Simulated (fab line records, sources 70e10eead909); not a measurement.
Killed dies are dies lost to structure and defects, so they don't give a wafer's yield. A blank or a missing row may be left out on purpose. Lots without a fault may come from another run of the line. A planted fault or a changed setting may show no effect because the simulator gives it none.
Which tool did it? | flow nand_harc | 12 lots, 36 wafers sampled, at 5 steps of a route of 1159

WHAT THE GAUGES READ, wafer by wafer
NHARC_END_SORT_01. Usual: defect_limited_yield 95.3 %, standard deviation 1.3; killed_at_array 28, standard deviation 8.6; killed_at_other 0.7, standard deviation 1.2; killed_at_periphery 3.1, standard deviation 2.3; killed_dies 32, standard deviation 8.7; killed_open 3.2, standard deviation 1.7; killed_short 2.0, standard deviation 1.5; sort_bin_2_pct 1.5 %, standard deviation 0.58; sort_bin_3_pct 0.28 %, standard deviation 0.22; sort_bin_4_pct 3.0 %, standard deviation 0.86; sort_n_pass 645, standard deviation 8.7; sort_rim_yield_pct 97.8 %, standard deviation 1.4; sort_yield_pct 95.3 %, standard deviation 1.3.
lot  | measured     | on        | defect_limited_yield (%) | killed_at_array | killed_at_other | killed_at_periphery | killed_dies | killed_open | killed_short | sort_bin_2_pct (%) | sort_bin_3_pct (%) | sort_bin_4_pct (%) | sort_n_pass | sort_rim_yield_pct (%) | sort_yield_pct (%) | flag
L913 | day 20 03:54 | prober-01 | 95.4 96.6 96.0           | 27 16 21        | 0 1 2           | 4 6 4               | 31 23 27    | 6 6 3       | 1 0 2        | 1.6 1.3 0.7        | 0.15 0.15 0.30     | 2.8 1.9 3.0        | 646 654 650 | 97.2 99.1 99.1         | 95.4 96.6 96.0     |
L912 | day 20 18:22 | prober-01 | 95.6 92.9 95.4           | 27 42 24        | 0 2 3           | 3 4 4               | 30 48 31    | 4 3 4       | 7 4 2        | 0.6 2.5 1.9        | 0.30 0.15 0.30     | 3.5 4.4 2.4        | 647 629 646 | 96.2 94.3 94.3         | 95.6 92.9 95.4     |
L922 | day 22 04:52 | prober-02 | 96.5 0 95.9              | 21 28 25        | 1 647 1         | 2 2 2               | 24 677 28   | 5 1 5       | 2 3 3        | 0.9 1.5 1.3        | 0 95.57 0.15       | 2.7 3.0 2.7        | 653 0 649   | 99.1 0 97.2            | 96.5 0 95.9        | OFF
L924 | day 23 21:09 | prober-01 | 0 92.6 0                 | 46 44 41        | 628 0 629       | 3 6 7               | 677 50 677  | 2 2 4       | 1 0 0        | 2.8 2.5 2.2        | 92.76 0.89 93.21   | 4.4 4.0 4.6        | 0 627 0     | 0 99.1 0               | 0 92.6 0           | OFF
L930 | day 25 15:51 | prober-01 | 95.7 96.6 95.0           | 23 18 26        | 0 0 0           | 6 5 8               | 29 23 34    | 2 1 2       | 5 0 0        | 1.8 0.7 1.8        | 0.15 0.30 0.59     | 2.4 2.4 2.7        | 648 654 643 | 98.1 98.1 97.2         | 95.7 96.6 95.0     |

WHICH TOOL RAN EACH LOT (tool, then ch and the chambers of the sampled wafers, then the start)
lot  | NHARC_THIN_TSV_ETCH_15           | NHARC_THIN_TSV_PRE_CLEAN_50             | NHARC_THIN_TSV_PRE_CLEAN_54  | NHARC_THIN_TSV_ETCH_59
L908 | rie_si-06 ch 0,2,3, day 19 00:29 | pvd_sputter-02, day 19 04:34 or earlier | pvd_sputter-03, day 19 04:34 | rie_metal-03 ch 0,1, day 19 05:55
L909 | rie_si-04 ch 0,1,3, day 19 01:49 | pvd_sputter-02, day 19 05:51 or earlier | pvd_sputter-02, day 19 05:51 | rie_metal-01 ch 0,1, day 19 07:12
L913 | rie_si-02 ch 0,2,3, day 19 06:17 | pvd_sputter-02, day 19 10:23 or earlier | pvd_sputter-02, day 19 10:23 | rie_metal-02 ch 0,1, day 19 11:36
L911 | rie_si-06 ch 0,2,3, day 19 07:29 | pvd_sputter-01, day 19 11:40 or earlier | pvd_sputter-01, day 19 11:40 | rie_metal-01 ch 0,1, day 19 13:01
L912 | rie_si-06 ch 0,2,3, day 20 02:31 | pvd_sputter-01, day 20 07:00 or earlier | pvd_sputter-02, day 20 07:00 | rie_metal-03 ch 0,1, day 20 08:25
L915 | rie_si-04 ch 0,2,3, day 20 14:36 | pvd_sputter-03, day 20 18:40 or earlier | pvd_sputter-03, day 20 18:40 | rie_metal-03 ch 0,1, day 20 20:04
L922 | rie_si-06 ch 0,3, day 21 12:54   | pvd_sputter-01, day 21 17:17 or earlier | pvd_sputter-01, day 21 17:17 | rie_metal-03 ch 0,1, day 21 18:42
L921 | rie_si-06 ch 0,2, day 21 17:14   | pvd_sputter-02, day 21 21:35 or earlier | pvd_sputter-01, day 21 21:35 | rie_metal-01 ch 0,1, day 21 22:57
L924 | rie_si-02 ch 0,2,3, day 23 04:41 | pvd_sputter-01, day 23 08:44 or earlier | pvd_sputter-01, day 23 08:44 | rie_metal-03 ch 0,1, day 23 09:58
L927 | rie_si-02 ch 0,3, day 23 05:52   | pvd_sputter-02, day 23 09:57 or earlier | pvd_sputter-02, day 23 09:57 | rie_metal-02 ch 0,1, day 23 11:24
L930 | rie_si-04 ch 0,1,3, day 24 15:56 | pvd_sputter-03, day 24 20:26 or earlier | pvd_sputter-03, day 24 20:26 | rie_metal-01 ch 0,1, day 24 21:53
L931 | rie_si-04 ch 0,3, day 24 18:26   | pvd_sputter-01, day 24 22:44 or earlier | pvd_sputter-01, day 24 22:44 | rie_metal-01 ch 0,1, day 24 23:58
- NHARC_THIN_TSV_ETCH_15: target depth 3000 nm, bosch target overetch cycles 2, bosch etch step 2.8 s.
- NHARC_THIN_TSV_PRE_CLEAN_50: time 30 s.
- NHARC_THIN_TSV_PRE_CLEAN_54: time 30 s.
- NHARC_THIN_TSV_ETCH_59: etches the open film in Cl2/BCl3, target depth 880 nm, time 138.1 s.

WHAT THE TOOLS THEMSELVES READ (means of the sampled wafers that have a number; where no wafer has one, the mark that the record gives instead)
NHARC_THIN_TSV_ETCH_15. Usual: drypump_motor_current_A 5.6 A, standard deviation 0.4.
lot  | tool      | drypump_motor_current_A (A) | flag
L908 | rie_si-06 | 5.5                         |
L909 | rie_si-04 | 6.1                         |
L913 | rie_si-02 | 5.6                         |
L911 | rie_si-06 | 5.5                         |
L912 | rie_si-06 | 5.5                         |
L915 | rie_si-04 | 5.9                         |
L922 | rie_si-06 | 5.7                         |
L921 | rie_si-06 | 5.3                         |
L924 | rie_si-02 | 5.6                         |
L927 | rie_si-02 | 5.8                         |
L930 | rie_si-04 | 6.1                         |
L931 | rie_si-04 | 5.8                         |

NHARC_THIN_TSV_PRE_CLEAN_50. Usual: heater_power_w 416 W, standard deviation 40.
lot  | tool           | heater_power_w (W) | flag
L908 | pvd_sputter-02 | 421                |
L909 | pvd_sputter-02 | 435                |
L913 | pvd_sputter-02 | 425                |
L911 | pvd_sputter-01 | 410                |
L912 | pvd_sputter-01 | 368                |
L915 | pvd_sputter-03 | 413                |
L922 | pvd_sputter-01 | 369                |
L921 | pvd_sputter-02 | 433                |
L924 | pvd_sputter-01 | 373                |
L927 | pvd_sputter-02 | 434                |
L930 | pvd_sputter-03 | 436                |
L931 | pvd_sputter-01 | 379                |

NHARC_THIN_TSV_PRE_CLEAN_54. Usual: heater_power_w 415 W, standard deviation 40.
lot  | tool           | heater_power_w (W) | flag
L908 | pvd_sputter-03 | 416                |
L909 | pvd_sputter-02 | 427                |
L913 | pvd_sputter-02 | 443                |
L911 | pvd_sputter-01 | 417                |
L912 | pvd_sputter-02 | 424                |
L915 | pvd_sputter-03 | 414                |
L922 | pvd_sputter-01 | 411                |
L921 | pvd_sputter-01 | 369                |
L924 | pvd_sputter-01 | 411                |
L927 | pvd_sputter-02 | 422                |
L930 | pvd_sputter-03 | 415                |
L931 | pvd_sputter-01 | 368                |

NHARC_THIN_TSV_ETCH_59. Usual: chamber_pressure_mTorr 10.002 mTorr, standard deviation 0.0076; drypump_motor_current_A 5.4 A, standard deviation 0.3; oes_product_au 1.007 a.u., standard deviation 0.011; run_length_s 159.4 s, standard deviation 0.48; throttle_valve_pct 22.266 %, standard deviation 0.0085.
lot  | tool         | chamber_pressure_mTorr (mTorr) | drypump_motor_current_A (A) | oes_product_au (a.u.) | run_length_s (s) | throttle_valve_pct (%) | flag
L908 | rie_metal-03 | 9.998                          | 5.4                         | 1.021                 | 159.9            | 22.274                 |
L909 | rie_metal-01 | 10.003                         | 5.6                         | 0.993                 | 159.0            | 22.265                 |
L913 | rie_metal-02 | 10.006                         | 5.6                         | 1.001                 | 159.3            | 22.277                 |
L911 | rie_metal-01 | 10.009                         | 5.5                         | 0.993                 | 158.9            | 22.262                 |
L912 | rie_metal-03 | 10.008                         | 5.1                         | 1.030                 | 160.0            | 22.273                 |
L915 | rie_metal-03 | 10.006                         | 5.1                         | 1.017                 | 159.8            | 22.265                 |
L922 | rie_metal-03 | 10.005                         | 5.3                         | 1.012                 | 139.1            | 22.269                 | OFF
L921 | rie_metal-01 | 10.001                         | 5.5                         | 0.997                 | 158.9            | 22.266                 |
L924 | rie_metal-03 | 9.994                          | 5.1                         | 1.013                 | 117.7            | 22.263                 | OFF
L927 | rie_metal-02 | 9.998                          | 5.6                         | 1.008                 | 159.2            | 22.269                 |
L930 | rie_metal-01 | 9.996                          | 5.5                         | 1.006                 | 159.0            | 22.266                 |
L931 | rie_metal-01 | 9.998                          | 5.6                         | 1.010                 | 159.1            | 22.258                 |

THE ANSWER, worked out from the rows above alone
Rule: a lot is off if the mean of its wafers that have a number lies more than 3 standard deviations from the usual mean. A lot without any number at a reading at which 4 lots or more have one is off too. The other lots that the step has rows for count as sound. The gauges are gone through in route order, then the tools' own readings, and for those a lot's mean is taken as printed above. The first step at which some lot is off is used, and at that step the reading that is off furthest; a lot without a number counts as furthest.
Off: L922, L924, at NHARC_END_SORT_01 (killed_at_other). Neither off nor sound, because the step has no rows for them: L908, L909, L911, L915, L921, L927, L931.
A tool fits if, at a process step before that reading, it ran every lot that is off, and no sound lot after the first of them. The gauges at NHARC_END_SORT_01 aren't tried: what is off there is off at NHARC_THIN_TSV_ETCH_59 too, on other tools, and a gauge's error can't cause that. NHARC_THIN_TSV_PRE_CLEAN_50 gives no start for some lots, so the hours and the order of its lots are those of NHARC_THIN_TSV_PRE_CLEAN_54. Can't be told from this: 2 tools fit, pvd_sputter-01 at NHARC_THIN_TSV_PRE_CLEAN_50 and NHARC_THIN_TSV_PRE_CLEAN_54, rie_metal-03 at NHARC_THIN_TSV_ETCH_59.

WHAT THE SIMULATOR HAD PUT IN
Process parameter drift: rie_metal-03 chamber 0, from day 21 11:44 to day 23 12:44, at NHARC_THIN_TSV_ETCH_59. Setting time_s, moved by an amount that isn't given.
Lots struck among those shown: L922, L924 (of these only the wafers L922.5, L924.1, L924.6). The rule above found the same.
